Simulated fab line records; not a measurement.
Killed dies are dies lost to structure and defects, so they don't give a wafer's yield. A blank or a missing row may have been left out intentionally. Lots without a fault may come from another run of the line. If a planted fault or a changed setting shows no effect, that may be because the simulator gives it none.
fab line records	flow n5-finfet
record lots=7	wafers=39
route steps=1938 shown DUMMY_GATE@215 GATE_CUT@510 BEOL_M0_SAQP@632 BEOL_M1@794 BEOL_M4@1040 BEOL_M7@1308 BEOL_M9@1417
start-h: hours from the record's opening day to when the first of the lot's shown wafers began	wait-h: time in hours since the lot's previous step	" unchanged from the row above	L1.1+2: a single row standing in for several wafers	- value missing, or start not given	* or withheld: withheld	< > ~ a bound
route shown NAME@n: NAME is a module with steps in the file, n the number in the route of the first one	usual: mean/standard deviation taken from wafers without a fault	same: alike in all rows	chamber/n: place in a boat	sites: per-site readings	_std_site: the values' standard deviation	_edge_site: mean of outer sites minus mean of inner sites	radius-mm: for every site, how far away it sits from the centre of the wafer	mask NAME#n: copy n	behind: tool/chamber where the wafer was last shaped	hold: reason for holding the lot/hours on hold/outcome of the hold	device: the transistor (n, p or np) that didn't switch	end of line: at the end of the route, the tests of the same wafers	where a step has no rows: the recipe by itself	killed: the dies lost at the first sort to structure and to defects; this is not the yield of the wafer	map: dies across one wafer; x = killed, . = not, _ = none there
set.NAME: the setting the step ran with; set.NAME@STEP: the setting that earlier step ran with	model.NAME: the simulator's own value behind a step, which no gauge read
one table per step and one row per wafer, for lots whose settings were changed on purpose
## steps
# step N5_DUMMY_GATE_CVD_03
# recipe material=a-Si	target-thk-a=1500	temp-c=530	precursor=SiH4	time-s=8042
lot.wafer	tool	chamber	start-h	wait-h	set.target-thk-a	model.a-Si_of_DUMMY_GATE_CVD_03.thk-nm
L080.1	-	-	-	0.1	1864	188.2
L080.2+5	"	-	"	"	1864	187.6
L080.3+4	"	-	"	"	1864	188
L080.6	"	-	"	"	1864	187.4
L083.1+2	lpcvd-02	0/40,0/45	93.45	0.1	1500	150.6
L083.4	"	0/54	"	"	1500	150.4
L087.1	-	-	-	0.1	899.4	91.8
L087.2+5	"	-	"	"	899.4	92.2
L087.3	"	-	"	"	899.4	91
L087.4	"	-	"	"	899.4	90.6
L087.6	"	-	"	"	899.4	91.2
L088.1	-	-	-	0.6	982.4	96.6
L088.2	"	-	"	"	982.4	96.2
L088.3	"	-	"	"	982.4	95
L088.4	"	-	"	"	982.4	95.4
L088.5	"	-	"	"	982.4	97.6
L088.6	"	-	"	"	982.4	96
L089.1	-	-	-	0.1	763.6	77.4
L089.2	"	-	"	"	763.6	76.2
L089.3+5	"	-	"	"	763.6	76.6
L089.4	"	-	"	"	763.6	77
L089.6	"	-	"	"	763.6	76.8
L092.1+2+4	-	-	-	0.1	954.7	95.6
L092.3	"	-	"	"	954.7	95.4
L092.5	"	-	"	"	954.7	96
L092.6	"	-	"	"	954.7	94.4
L093.1	-	-	-	0.1	1500	148.2
L093.2	"	-	"	"	1500	147
L093.3+5	"	-	"	"	1500	148.8
L093.4	"	-	"	"	1500	149.4
L093.6	"	-	"	"	1500	149
# step N5_GATE_CUT_ALD_22
# recipe material=SiNx	target-thk-a=160	temp-c=400	ald-precursor-family=SiH2I2	ald-co-reactant=N2/H2-plasma	pulse-time-s=1	ald-cycles=320	purge-time-s=2	co-reactant-purge-time-s=2	pressure-torr=2
lot.wafer	tool	chamber	start-h	wait-h	set.ald-cycles	model.SiNx_of_GATE_CUT_ALD_22.thk-nm
L080.1+4	ald-sin-03	2,1	118.80	0.0	320	16.2
L080.2+6	"	0	"	"	173	8.8
L080.3	"	3	"	"	320	16
L080.5	"	3	"	"	173	8.6
L083.1+2+4	ald-sin-04	1,0,2	145.01	0.6	320	16
L087.1	ald-sin-04	3	166.13	0.0	320	15.8
L087.2	"	0	"	"	230	11.6
L087.3+6	"	2,0	"	"	230	11.4
L087.4+5	"	1	"	"	320	16
L088.1+4+5	ald-sin-03	2,1,2	167.03	0.0	320	16.2
L088.2+3+6	"	3,0,3	"	"	320	16
L089.1+2+3+6	ald-sin-04	0,2,1,0	174.14	0.0	320	16
L089.4+5	"	3	"	"	320	15.8
L092.1+2+3+4+5	ald-sin-03	3,0,2,3,0	194.76	0.0	320	16
L092.6	"	2	"	"	320	16.2
L093.1+5+6	ald-sin-01	1,3,0	198.96	0.0	432	21.6
L093.2+3+4	"	3,2,0	"	"	320	16
# step N5_BEOL_M0_SAQP_PECVD_00
# recipe material=SiCN	target-thk-a=80	temp-c=withheld	precursor=3MS/NH3	pressure-torr=3	rf-w=202	time-s=14
lot.wafer	tool	chamber	start-h	wait-h	set.time-s	model.SiCN_of_BEOL_M0_SAQP_PECVD_00.thk-nm
L080.1	pecvd-04	2	138.30	0.2	14	7.8
L080.2	"	1	"	"	18.75	10.6
L080.3	"	0	"	"	14	8
L080.4+6	"	1,2	"	"	18.75	10.8
L080.5	"	0	"	"	14	8.2
L083.1	pecvd-04	0	165.27	0.2	14	7.8
L083.2	"	1	"	"	14	7.6
L083.4	"	0	"	"	14	8
L087.1	pecvd-02	1	186.84	0.2	14	7.6
L087.2	"	2	"	"	8.805	5.2
L087.3+5	"	0,1	"	"	8.805	4.8
L087.4	"	0	"	"	14	8
L087.6	"	2	"	"	14	8.2
L088.1+2	pecvd-04	1,0	190.24	0.2	8.105	4.4
L088.3+4+5	"	2,1,0	"	"	14	8
L088.6	"	2	"	"	8.105	4.6
L089.1+6	pecvd-02	1	194.36	0.2	14	7.8
L089.2+4	"	2,0	"	"	16.61	9.6
L089.3	"	0	"	"	14	8
L089.5	"	2	"	"	16.61	9.8
L092.1	pecvd-02	1	215.48	0.2	21.34	11.8
L092.2	"	0	"	"	14	7.8
L092.3+4	"	2	"	"	14	8.2
L092.5+6	"	1,0	"	"	21.34	12.2
L093.1+4	pecvd-03	1	221.13	0.2	14	8.2
L093.2+3+6	"	0,2,2	"	"	14	7.8
L093.5	"	0	"	"	14	8
# step N5_BEOL_M1_ETCH_70
# recipe chemistry=N2/H2	target=SOC	target-depth-a=800	overetch-a=160	mask-material=SiARC	temp-c=40	time-s=120	ion-energy-ev=200	pressure-mtorr=30	source-w=840	bias-w=150	n2-flow-sccm=200	h2-flow-sccm=200
lot.wafer	tool	chamber	start-h	wait-h	set.time-s	model.etch.depth-nm	model.SiARC_of_BEOL_M1_COAT_68.thk-nm
L080.1	rie-diel-02	3	157.75	0.0	120	60.04	6.4
L080.2	"	2	"	"	145.7	59.83	5.2
L080.3	"	0	"	"	120	59.94	6.4
L080.4	"	1	"	"	145.7	60.22	4.8
L080.5	"	3	"	"	145.7	60.18	5.2
L080.6	"	0	"	"	120	60.18	6.4
L083.1	rie-diel-03	0	187.34	0.0	120	60.18	6.2
L083.2	"	2	"	"	120	60.2	6.6
L083.4	"	3	"	"	120	60.4	6.6
L087.1	rie-diel-02	3	206.75	0.0	156.3	60.09	4.8
L087.2	"	2	"	"	120	60.19	6.4
L087.3	"	0	"	"	156.3	60.18	4.6
L087.4	"	1	"	"	120	60.19	6
L087.5	"	3	"	"	120	60.28	6.4
L087.6	"	2	"	"	156.3	60.18	4.8
L088.1	rie-diel-03	0	210.11	0.0	120	60.06	6.2
L088.2	"	2	"	"	120	59.86	6.6
L088.3	"	3	"	"	120	59.89	6.4
L088.4	"	1	"	"	49.66	38.5	9.6
L088.5	"	2	"	"	49.66	40.37	9.8
L088.6	"	1	"	"	49.66	38.62	9.6
L089.1	rie-diel-06	1	213.30	0.0	120	59.92	6.4
L089.2	"	3	"	"	120	59.88	7
L089.3	"	0	"	"	68.11	54.33	8.8
L089.4	"	2	"	"	120	59.88	6
L089.5	"	0	"	"	68.11	54.21	8.8
L089.6	"	3	"	"	68.11	50.16	9
L092.1	rie-diel-02	0	239.90	0.0	120	60.19	6.4
L092.2	"	1	"	"	120	60.04	6
L092.3	"	2	"	"	120	60.21	6.6
L092.4	"	3	"	"	120	60.1	6.4
L092.5	"	1	"	"	120	59.96	6
L092.6	"	0	"	"	120	60.13	6.4
L093.1	rie-diel-02	0	241.79	0.0	120	59.95	6.4
L093.2	"	2	"	"	120	60.06	6.6
L093.3	"	3	"	"	70.85	59.23	8.8
L093.4	"	1	"	"	70.85	57.85	8.6
L093.5	"	2	"	"	120	59.98	6.6
L093.6	"	1	"	"	70.85	58.21	8.6
# step N5_BEOL_M4_ETCH_64
# recipe chemistry=N2/H2	target=SOC	target-depth-a=750	overetch-a=225	mask-material=SiARC	temp-c=40	time-s=121.9	ion-energy-ev=200	pressure-mtorr=30	source-w=840	bias-w=150	n2-flow-sccm=200	h2-flow-sccm=200
lot.wafer	tool	chamber	start-h	wait-h	set.time-s	model.SiARC_of_BEOL_M4_COAT_62.thk-nm
L080.1	rie-diel-04	1	180.11	0.0	169.4	4.2
L080.2+6	"	3,1	"	"	169.4	4
L080.3+5	"	2	"	"	121.9	6.4
L080.4	"	3	"	"	121.9	6.2
L083.1	rie-diel-05	2	211.93	0.0	121.9	6.2
L083.2	"	0	"	"	121.9	6
L083.4	"	1	"	"	121.9	6.6
L087.1+2	rie-diel-01	2,1	233.49	0.0	121.9	6.6
L087.3	"	0	"	"	121.9	6
L087.4+5	"	3	"	"	78.62	8.2
L087.6	"	2	"	"	78.62	8.6
L089.1+4+5	rie-diel-05	2,0,0	235.36	0.0	121.9	6.2
L089.2	"	1	"	"	121.9	6.6
L089.3+6	"	3	"	"	121.9	6.4
L088.1+2+4	rie-diel-05	0,3,2	235.59	0.0	50.52	9.6
L088.3	"	1	"	"	121.9	6.6
L088.5	"	2	"	"	121.9	6.2
L088.6	"	3	"	"	121.9	6.4
L093.1+6	rie-diel-05	3	271.00	0.0	121.9	6.4
L093.2+3+4+5	"	2,0,0,2	"	"	121.9	6.2
L092.1	rie-diel-04	2	273.14	0.0	121.9	6.6
L092.2+4+5	"	3,1,1	"	"	121.9	6.4
L092.3+6	"	0	"	"	121.9	6.2
# step N5_BEOL_M7_TRENCH_ETCH_37
# recipe chemistry=C4F6/O2	target-depth-a=934.78	target=SiCOH_lowk	time-s=31.2	ion-energy-ev=250	pressure-mtorr=30	source-w=345	bias-w=185	Ar_flow_sccm=300	C4F6_flow_sccm=10	O2_flow_sccm=10
lot.wafer	tool	chamber	start-h	wait-h	set.time-s	model.etch.depth-nm	model.BEOL_M7.feature-depth-nm	model.TiN_of_BEOL_M7_HM_DEP_02.thk-nm
L080.1	rie-diel-03	2	-	-	46.86	144.4	144.4	16
L080.2	"	0	"	"	46.86	143.8	143.8	15.8
L080.3	"	1	"	"	31.2	92.57	92.6	17.4
L080.4	"	3	"	"	46.86	137.1	137	16
L080.5	"	2	"	"	31.2	95.25	95.2	17.4
L080.6	"	3	"	"	31.2	91.22	91.2	17.6
L083.1	rie-diel-03	2	-	-	31.2	96.37	96.4	17.2
L083.2	"	1	"	"	31.2	91.49	91.4	17
L083.4	"	1	"	"	31.2	91.53	91.6	17.4
L087.1	rie-diel-06	1	-	-	40.64	120.4	120.4	16.4
L087.2	"	2	"	"	31.2	95.81	95.8	17
L087.3	"	0	"	"	31.2	93.49	93.4	17.4
L087.4	"	3	"	"	40.64	116.9	116.8	17
L087.5	"	0	"	"	40.64	121.9	121.8	16.4
L087.6	"	1	"	"	31.2	91.94	92	17.2
L089.1	rie-diel-03	2	-	-	31.2	95.65	95.6	17.2
L089.2	"	1	"	"	31.2	91.18	91.2	17.2
L089.3	"	0	"	"	31.2	93.66	93.6	17.4
L089.4	"	2	"	"	31.2	95.44	95.4	17.6
L089.5	"	0	"	"	31.2	94.12	94.2	17.4
L089.6	"	1	"	"	31.2	90.96	91	17.2
L088.1	rie-diel-06	2	-	-	31.2	95.5	95.6	17.6
L088.2	"	3	"	"	44.42	125.1	125	16.4
L088.3	"	1	"	"	44.42	130.3	130.2	16.2
L088.4	"	0	"	"	31.2	92.62	92.6	17.2
L088.5	"	1	"	"	31.2	91.6	91.6	17.2
L088.6	"	0	"	"	44.42	131.5	131.4	16.6
L092.1	rie-diel-03	0	-	-	31.2	96.25	96.2	17.4
L092.2	"	1	"	"	31.2	92	92	17.8
L092.3	"	2	"	"	31.2	95.89	95.8	17.2
L092.4	"	3	"	"	31.2	92.46	92.4	17.4
L092.5	"	0	"	"	31.2	95.13	95.2	17
L092.6	"	1	"	"	31.2	91.36	91.4	17.4
L093.1	rie-diel-06	2	-	-	31.2	94.33	94.4	17
L093.2	"	0	"	"	31.2	92.05	92	17.2
L093.3	"	1	"	"	31.2	90.35	90.4	17.6
L093.4	"	0	"	"	31.2	92.33	92.4	17.2
L093.5	"	1	"	"	31.2	90.32	90.4	17.2
L093.6	"	2	"	"	31.2	95.36	95.4	17.6
# step N5_BEOL_M7_ETCH_41
# recipe chemistry=CH3F/O2	target=SiCN	target-depth-a=319	taper-deg=2	time-s=57.8	ion-energy-ev=120	mask-material=TiN	pressure-mtorr=30	source-w=395	bias-w=75	Ar_flow_sccm=150	CH3F_flow_sccm=30	O2_flow_sccm=20
# step N5_BEOL_M7_STRIP_80
# recipe chemistry=N2/H2	time-s=10	power-w=450	temp-c=40	pressure-mtorr=20	rf-frequency-hz=6e+07	bias-power-w=7	n2-flow-sccm=200	h2-flow-sccm=200
# step N5_BEOL_M7_OCD_MEAS_38
# usual trench-depth-nm=93.7/2.1
lot.wafer	tool	chamber	start-h	wait-h	set.time-s@BEOL_M7_TRENCH_ETCH_37	trench-depth-nm
L080.1	ocd-01	-	213.40	-	46.86	144.7
L080.2	"	-	"	"	46.86	143.3
L080.3	"	-	"	"	31.2	92.5
L080.4	"	-	"	"	46.86	136.7
L080.5	"	-	"	"	31.2	95.6
L080.6	"	-	"	"	31.2	90.9
L083.1	ocd-02	-	242.66	-	31.2	96.4
L083.2	"	-	"	"	31.2	91.4
L083.4	"	-	"	"	31.2	91.5
L087.1	ocd-02	-	269.15	-	40.64	120.2
L087.2	"	-	"	"	31.2	96.1
L087.3	"	-	"	"	31.2	93.3
L087.4	"	-	"	"	40.64	116.7
L087.5	"	-	"	"	40.64	121.9
L087.6	"	-	"	"	31.2	91.8
L089.1	ocd-01	-	272.79	-	31.2	96.1
L089.2	"	-	"	"	31.2	91.0
L089.3	"	-	"	"	31.2	93.8
L089.4	"	-	"	"	31.2	95.5
L089.5	"	-	"	"	31.2	93.7
L089.6	"	-	"	"	31.2	91.2
L088.1	ocd-02	-	278.99	-	31.2	-
L088.2	"	-	"	"	44.42	-
L088.3	"	-	"	"	44.42	130.2
L088.4	"	-	"	"	31.2	-
L088.5	"	-	"	"	31.2	91.4
L088.6	"	-	"	"	44.42	131.3
L092.1	ocd-01	-	305.18	-	31.2	96.0
L092.2	"	-	"	"	31.2	91.9
L092.3	"	-	"	"	31.2	96.4
L092.4	"	-	"	"	31.2	92.0
L092.5	"	-	"	"	31.2	94.7
L092.6	"	-	"	"	31.2	91.7
L093.1	ocd-01	-	306.58	-	31.2	94.5
L093.2	"	-	"	"	31.2	91.6
L093.3	"	-	"	"	31.2	89.6
L093.4	"	-	"	"	31.2	92.4
L093.5	"	-	"	"	31.2	90.1
L093.6	"	-	"	"	31.2	95.6
# step N5_BEOL_M7_HM_STRIP_39
# recipe chemistry=peroxide-tin-strip	material=TiN	target-depth-a=250	temp-c=50	time-s=158
# step N5_BEOL_M7_SRD_40
# recipe time-s=30	temp-c=23	rinse-liquid=diw	dry=ipa-marangoni
# step N5_BEOL_M7_ECD_50
# recipe material=Cu	target-thk-a=3000
# step N5_BEOL_M7_ANNEAL_51
# recipe temp-c=225	time-s=90	ambient=N2
# step N5_BEOL_M7_CMP_52
# recipe stop-on=SiCOH_lowk	t-overpolish-s=6.9	down-force-psi=1	platen-rpm=50	clearing-platen-down-force-psi=1.5	clearing-platen-rpm=50	post-cmp-clean=cu-alkaline	target-thk-nm=80	clearing-platen-pad-velocity-m-s=0.99484	pad-velocity-m-s=0.99484
lot.wafer	tool	chamber	start-h	wait-h	set.time-s@BEOL_M7_TRENCH_ETCH_37	model.Cu_of_BEOL_M7_ECD_50.thk-nm
L080.1	cmp-01	1	215.17	0.3	46.86	130.6
L080.2	"	2	"	"	46.86	129.4
L080.3	"	3	"	"	31.2	78.8
L080.4	"	0	"	"	46.86	120.8
L080.5	"	1	"	"	31.2	81.6
L080.6	"	2	"	"	31.2	76.8
L083.1	cmp-01	3	247.61	0.3	31.2	84.6
L083.2	"	0	"	"	31.2	75
L083.4	"	1	"	"	31.2	78.4
L087.4	cmp-03	0	272.93	0.1	40.64	106.2
L087.2	"	1	"	"	31.2	82.4
L087.3	"	2	"	"	31.2	80
L087.1	"	3	"	"	40.64	107.2
L087.6	"	0	"	"	31.2	79.6
L087.5	"	1	"	"	40.64	109.2
L089.4	cmp-01	1	275.50	0.1	31.2	81.2
L089.2	"	2	"	"	31.2	76.2
L089.1	"	3	"	"	31.2	81.6
L089.3	"	0	"	"	31.2	77.6
L089.5	"	1	"	"	31.2	80.8
L089.6	"	2	"	"	31.2	75.8
L088.4	cmp-04	1	282.47	0.1	31.2	82.8
L088.3	"	2	"	"	44.42	115.2
L088.1	"	3	"	"	31.2	82.2
L088.2	"	0	"	"	44.42	112.2
L088.6	"	1	"	"	44.42	119.6
L088.5	"	2	"	"	31.2	77
L092.2	cmp-04	2	307.33	0.2	31.2	77
L092.1	"	3	"	"	31.2	83.2
L092.4	"	0	"	"	31.2	78.6
L092.3	"	1	"	"	31.2	85.2
L092.6	"	2	"	"	31.2	75.6
L092.5	"	3	"	"	31.2	81.8
L093.2+4	cmp-03	1,3	308.46	0.2	31.2	78.4
L093.3	"	2	"	"	31.2	76
L093.1	"	0	"	"	31.2	81.8
L093.5	"	1	"	"	31.2	76.6
L093.6	"	2	"	"	31.2	81.6
# step N5_BEOL_M7_THK_MEAS_53
# recipe thk-meas-gauge=xrf	reads=Cu_of_BEOL_M7_ECD_50
# usual M7_THK=81.2/2.7
lot.wafer	tool	chamber	start-h	wait-h	set.time-s@BEOL_M7_TRENCH_ETCH_37	M7_THK[nm]
L080.1	film-metro-01	-	215.68	-	46.86	131.7
L080.2	"	-	"	"	46.86	130.3
L080.3	"	-	"	"	31.2	79.2
L080.4	"	-	"	"	46.86	121.5
L080.5	"	-	"	"	31.2	82.0
L080.6	"	-	"	"	31.2	77.0
L083.1	film-metro-01	-	247.86	-	31.2	87.0
L083.2	"	-	"	"	31.2	77.2
L083.4	"	-	"	"	31.2	80.7
L087.1	film-metro-01	-	273.22	-	40.64	108.2
L087.2	"	-	"	"	31.2	82.9
L087.3	"	-	"	"	31.2	80.7
L087.4	"	-	"	"	40.64	107.0
L087.5	"	-	"	"	40.64	110.0
L087.6	"	-	"	"	31.2	80.3
L089.1	film-metro-01	-	275.79	-	31.2	82.3
L089.2	"	-	"	"	31.2	76.6
L089.3	"	-	"	"	31.2	78.0
L089.4	"	-	"	"	31.2	81.6
L089.5	"	-	"	"	31.2	81.6
L089.6	"	-	"	"	31.2	76.0
L088.1	film-metro-01	-	282.76	-	31.2	-
L088.2	"	-	"	"	44.42	-
L088.3	"	-	"	"	44.42	116.7
L088.4	"	-	"	"	31.2	-
L088.5	"	-	"	"	31.2	77.7
L088.6	"	-	"	"	44.42	121.6
L092.1	film-metro-01	-	307.62	-	31.2	84.2
L092.2	"	-	"	"	31.2	77.8
L092.3	"	-	"	"	31.2	86.0
L092.4	"	-	"	"	31.2	79.1
L092.5	"	-	"	"	31.2	82.3
L092.6	"	-	"	"	31.2	76.3
L093.1	film-metro-01	-	308.76	-	31.2	82.5
L093.2	"	-	"	"	31.2	79.3
L093.3	"	-	"	"	31.2	76.8
L093.4	"	-	"	"	31.2	79.5
L093.5	"	-	"	"	31.2	77.5
L093.6	"	-	"	"	31.2	82.4
# step N5_BEOL_M7_PRE_CLEAN_55
# recipe gas=NH3	time-s=15	temp-c=withheld	rf-power-w=300
# step N5_BEOL_M7_DEP_56
# recipe material=SiCN	target-thk-a=100	temp-c=withheld	precursor=3MS/NH3	pressure-torr=3	rf-w=202	time-s=17.5
# step N5_BEOL_M7_RS_MEAS_57
# recipe thk-meas-gauge=four-point-probe	reads=Cu_of_BEOL_M7_ECD_50+Co_of_BEOL_M7_CVD_78+TaN_of_BEOL_M7_ALD_77
# usual M7_RS=0.284/0.011
lot.wafer	tool	chamber	start-h	wait-h	set.time-s@BEOL_M7_TRENCH_ETCH_37	M7_RS[ohm/sq]
L080.1	film-metro-01	-	215.81	0.1	46.86	0.163
L080.2	"	-	"	"	46.86	0.165
L080.3	"	-	"	"	31.2	0.290
L080.4	"	-	"	"	46.86	0.179
L080.5	"	-	"	"	31.2	0.279
L080.6	"	-	"	"	31.2	0.300
L083.1	film-metro-01	-	247.99	0.1	31.2	0.268
L083.2	"	-	"	"	31.2	0.309
L083.4	"	-	"	"	31.2	0.293
L087.1	film-metro-01	-	273.35	0.1	40.64	0.204
L087.2	"	-	"	"	31.2	0.277
L087.3	"	-	"	"	31.2	0.286
L087.4	"	-	"	"	40.64	0.206
L087.5	"	-	"	"	40.64	0.200
L087.6	"	-	"	"	31.2	0.288
L089.1	film-metro-01	-	275.92	0.1	31.2	0.280
L089.2	"	-	"	"	31.2	0.302
L089.3	"	-	"	"	31.2	0.296
L089.4	"	-	"	"	31.2	0.280
L089.5	"	-	"	"	31.2	0.282
L089.6	"	-	"	"	31.2	0.304
L088.1	film-metro-01	-	282.89	0.1	31.2	-
L088.2	"	-	"	"	44.42	-
L088.3	"	-	"	"	44.42	0.188
L088.4	"	-	"	"	31.2	-
L088.5	"	-	"	"	31.2	0.299
L088.6	"	-	"	"	44.42	0.180
L092.1	film-metro-01	-	307.75	0.1	31.2	0.273
L092.2	"	-	"	"	31.2	0.300
L092.3	"	-	"	"	31.2	0.267
L092.4	"	-	"	"	31.2	0.292
L092.5	"	-	"	"	31.2	0.279
L092.6	"	-	"	"	31.2	0.305
L093.1	film-metro-01	-	308.89	0.1	31.2	0.278
L093.2	"	-	"	"	31.2	0.293
L093.3	"	-	"	"	31.2	0.304
L093.4	"	-	"	"	31.2	0.292
L093.5	"	-	"	"	31.2	0.301
L093.6	"	-	"	"	31.2	0.280
# step N5_BEOL_M9_DESCUM_16
# recipe chemistry=O2	time-s=7.9	source-power-w=50	bias-power-w=20	pressure-mtorr=20	rf-frequency-hz=2.712e+07	temp-c=40	resist=CAR-ArF	o2-flow-sccm=225
lot.wafer	tool	chamber	start-h	wait-h	set.time-s	model.CAR-ArF_of_BEOL_M9_COAT_05.thk-nm
L080.1+4	rie-diel-03	3,1	225.77	0.0	7.9	83.6
L080.2	"	2	"	"	6.583	84.6
L080.3	"	0	"	"	7.9	83
L080.5+6	"	1,0	"	"	6.583	84.4
L083.1+2	rie-diel-02	3,2	258.48	0.0	7.9	83.4
L083.4	"	1	"	"	7.9	83.2
L087.1	rie-diel-06	0	283.08	0.2	3.997	86
L087.2+6	"	1,2	"	"	7.9	83.4
L087.3	"	3	"	"	3.997	86.2
L087.4	"	2	"	"	7.9	83.6
L087.5	"	3	"	"	3.997	85.8
L089.1	rie-diel-06	1	285.57	0.0	7.9	83.6
L089.2	"	3	"	"	7.9	83.8
L089.3+4	"	2,0	"	"	9.398	82.4
L089.5	"	3	"	"	9.398	82.6
L089.6	"	2	"	"	7.9	83.4
L088.1+4	rie-diel-02	1,3	293.00	0.0	7.9	83.2
L088.2+5+6	"	0,1,0	"	"	4.375	85.4
L088.3	"	2	"	"	7.9	83
L093.1+3	rie-diel-03	1,0	321.75	0.0	6.004	84.6
L093.2	"	2	"	"	6.004	84.4
L093.4+6	"	3	"	"	7.9	83.6
L093.5	"	0	"	"	7.9	83.4
L092.1	rie-diel-02	1	321.93	0.0	7.9	82.8
L092.2	"	0	"	"	7.9	83.2
L092.3+5	"	2,1	"	"	11.41	80.8
L092.4	"	3	"	"	7.9	83
L092.6	"	0	"	"	11.41	81.2
## key
split step=N5_DUMMY_GATE_CVD_03	setting=target-thk-a	stated=1500	by=lot
response step=N5_DUMMY_GATE_CVD_03	reading=model.a-Si_of_DUMMY_GATE_CVD_03.thk-nm	change=+1.51	per=1%	r=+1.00
split step=N5_GATE_CUT_ALD_22	setting=ald-cycles	stated=320	by=wafer
response step=N5_GATE_CUT_ALD_22	reading=model.SiNx_of_GATE_CUT_ALD_22.thk-nm	change=+0.16	per=1%	r=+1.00
split step=N5_BEOL_M0_SAQP_PECVD_00	setting=time-s	stated=14	by=wafer
response step=N5_BEOL_M0_SAQP_PECVD_00	reading=model.SiCN_of_BEOL_M0_SAQP_PECVD_00.thk-nm	change=+0.0806	per=1%	r=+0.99
split step=N5_BEOL_M1_ETCH_70	setting=time-s	stated=120	by=wafer
response step=N5_BEOL_M1_ETCH_70	reading=model.etch.depth-nm	shape=bent	at-lowest=39.17	at-stated=60.07	at-highest=60.15
response step=N5_BEOL_M1_ETCH_70	reading=model.SiARC_of_BEOL_M1_COAT_68.thk-nm	change=-0.0548	per=1%	r=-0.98
split step=N5_BEOL_M4_ETCH_64	setting=time-s	stated=121.9	by=wafer
response step=N5_BEOL_M4_ETCH_64	reading=model.SiARC_of_BEOL_M4_COAT_62.thk-nm	change=-0.0555	per=1%	r=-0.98
split step=N5_BEOL_M7_TRENCH_ETCH_37	setting=time-s	stated=31.2	by=wafer
response step=N5_BEOL_M7_TRENCH_ETCH_37	reading=model.etch.depth-nm	change=+0.907	per=1%	r=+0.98
response step=N5_BEOL_M7_TRENCH_ETCH_37	reading=model.BEOL_M7.feature-depth-nm	change=+0.906	per=1%	r=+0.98
response step=N5_BEOL_M7_TRENCH_ETCH_37	reading=model.TiN_of_BEOL_M7_HM_DEP_02.thk-nm	change=-0.0257	per=1%	r=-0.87
response step=N5_BEOL_M7_OCD_MEAS_38	reading=trench-depth-nm	change=+0.936	per=1%	r=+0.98
response step=N5_BEOL_M7_CMP_52	reading=model.Cu_of_BEOL_M7_ECD_50.thk-nm	change=+0.898	per=1%	r=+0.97
response step=N5_BEOL_M7_THK_MEAS_53	reading=M7_THK	change=+0.952	per=1%	r=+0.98
response step=N5_BEOL_M7_RS_MEAS_57	reading=M7_RS	change=-0.00251	per=1%	r=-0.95
split step=N5_BEOL_M9_DESCUM_16	setting=time-s	stated=7.9	by=wafer
response step=N5_BEOL_M9_DESCUM_16	reading=model.CAR-ArF_of_BEOL_M9_COAT_05.thk-nm	change=-0.0501	per=1%	r=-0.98
